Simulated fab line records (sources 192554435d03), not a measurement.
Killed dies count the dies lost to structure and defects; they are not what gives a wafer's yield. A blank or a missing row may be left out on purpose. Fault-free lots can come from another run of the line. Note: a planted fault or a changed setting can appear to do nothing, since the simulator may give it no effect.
Comparing a struck lot with a sound one / flow n5-finfet / 37 out of 1938 route steps
Sound: wafers L691.1, L691.2, L691.4. Wafers struck: L702.3, L702.5, L702.6. Last of all comes the cause.
Each step with rows lists, per side, the tool, then ch with its chambers, then its first start. Under that, the readings that differ: sound wafers / struck wafers / difference of the means / sigmas: that difference in standard deviations of wafers without a fault.
alike: readings with means less than 2 such deviations apart, plus words and numbers identical on both sides. not compared: withheld readings, readings lacking a value on some wafer, bounds such as >300 that could conceal the same value, and numbers that have no deviation in the record and whose values overlap.
A row with sigmas, a row that says differs or no value, or rows on one side alone: a step with any of these is where the two part. Numbers that don't overlap but have no deviation are shown without sigmas and don't part them. A reading missing from all wafers of one side parts the sides only when that side holds two or more wafers.

first, 8 steps without rows for these wafers: N5_BEOL_M0_ECD_118 (material Cu, target thk 300 nm); N5_BEOL_M0_ANNEAL_119 (time 90 s); N5_BEOL_M0_CMP_120 (polishes, stops on SiOC, t overpolish 6.9 s); N5_BEOL_M0_PRE_CLEAN_131 (time 15 s); N5_BEOL_M0_CO_CAP_123 (material Co, precursor CCTBA/H2, target thk 2 nm, time 102.1 s); N5_BEOL_M0_PRE_CLEAN_124 (time 15 s); N5_BEOL_M0_DEP_125 (deposits SiCN from 3MS/NH3, target thk 8 nm, time 14 s); N5_BEOL_M1_ILD_DEP_00 (deposits SiOC from DEMS/O2, target thk 79 nm, time 15.3 s).
N5_BEOL_M1_PECVD_72: deposits SiO2 from TEOS/O2, target thk 16 nm, time 18 s.
  sound on pecvd-03 ch 0,2, day 6 04:01; struck on pecvd-03 ch 1,2, day 8 23:40
reading=susceptor-temp-C (C); sound=399.83 400.56 400.08; struck=378.51 379.00 378.38; difference=-21.53; sigmas=-94
reading=model.SiO2_of_BEOL_M1_PECVD_72.thk-nm (nm); sound=16 16 16.2; struck=18 18.4 18.6; difference=+2; sigmas=
  alike: heater-power-w, showerhead-plenum-p-Torr, throttle-valve-pct
then, 25 steps without rows for these wafers: N5_BEOL_M1_HM_DEP_02 (deposits TiN, target thk 20 nm); N5_BEOL_M1_COAT_61 (time 60 s, resist thk 60 nm); N5_BEOL_M1_COAT_62 (time 60 s, resist thk 12 nm); N5_BEOL_M1_COAT_73 (time 60 s, resist thk 5 nm); N5_BEOL_M1_COAT_05 (resist thk 30 nm); N5_BEOL_M1_EBR_07; N5_BEOL_M1_SOFTBAKE_06 (time 60 s); N5_BEOL_M1_EXPOSE_08 (exposes mask M1); N5_BEOL_M1_PEB_09 (peb time 60 s); N5_BEOL_M1_DEVELOP_10 (develop time 30 s); N5_BEOL_M1_DESCUM_16 (chemistry O2, time 7 s); N5_BEOL_M1_ETCH_74 (etches underlayer in N2/H2, target depth 6.5 nm, time 5.2 s); N5_BEOL_M1_ETCH_63 (etches SiARC in CF4, target depth 15.6 nm, time 26 s); N5_BEOL_M1_ETCH_64 (etches SOC in N2/H2, target depth 75 nm, overetch 15 nm, time 112.5 s); N5_BEOL_M1_STRIP_65 (strips in N2/H2); N5_BEOL_M1_STRIP_75 (strips in N2/H2); N5_BEOL_M1_STRIP_66 (strips in CF4); N5_BEOL_M1_HM_OPEN_17 (chemistry Cl2/BCl3, target TiN, target depth 20 nm, overetch 6 nm); N5_BEOL_M1_STRIP_19 (strips in O2); N5_BEOL_M1_COAT_67 (time 60 s, resist thk 60 nm); N5_BEOL_M1_COAT_68 (time 60 s, resist thk 12 nm); N5_BEOL_M1_COAT_76 (time 60 s, resist thk 5 nm); N5_BEOL_M1_COAT_22 (resist thk 30 nm); N5_BEOL_M1_EBR_24; N5_BEOL_M1_SOFTBAKE_23 (time 60 s).
N5_BEOL_M1_HM_STRIP_39: strips TiN in peroxide tin strip, target depth 25 nm, time 158 s.
  sound on wet-bench-01 ch 0,3,4, day 6 07:17; struck on wet-bench-05 ch 3,4,5, day 9 04:14
reading=model.SiO2_of_BEOL_M1_PECVD_72.thk-nm (nm); sound=15.8 15.8 16; struck=17.8 18.2 18.4; difference=+2.3; sigmas=
N5_BEOL_M1_CMP_52: polishes, stops on SiOC, t overpolish 6.8 s, target thk 40 nm.
  sound on cmp-01 ch 0,1,3, day 6 11:38; struck on cmp-02 ch 0,2,3, day 9 08:26
reading=barrier-field-endpoint-s (s); sound=23.3 24.7 23.8; struck=26.2 27.8 27.4; difference=+3.2; sigmas=+4
  alike: clearing-platen-down-force-psi, head-pressure-psi, motor-current-A
N5_BEOL_M4_RC_MEAS_101:
  sound on prober-02 ch 0, day 7 15:40; struck on prober-02 ch 0, day 10 13:35
  alike: DIBL_N, DIBL_P, IOFF_N, IOFF_P, ION_N, ION_P, SS_N, SS_P, VT_N, VT_P

WHERE THEY PART
Last at N5_BEOL_M1_CMP_52 as far as this record goes, first at N5_BEOL_M1_PECVD_72. Later steps at which nothing parts them and some readings are alike: N5_BEOL_M4_RC_MEAS_101.

WHY: what had been put in by the simulator
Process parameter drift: pecvd-03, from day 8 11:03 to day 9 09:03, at N5_BEOL_M1_PECVD_72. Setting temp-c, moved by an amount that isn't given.
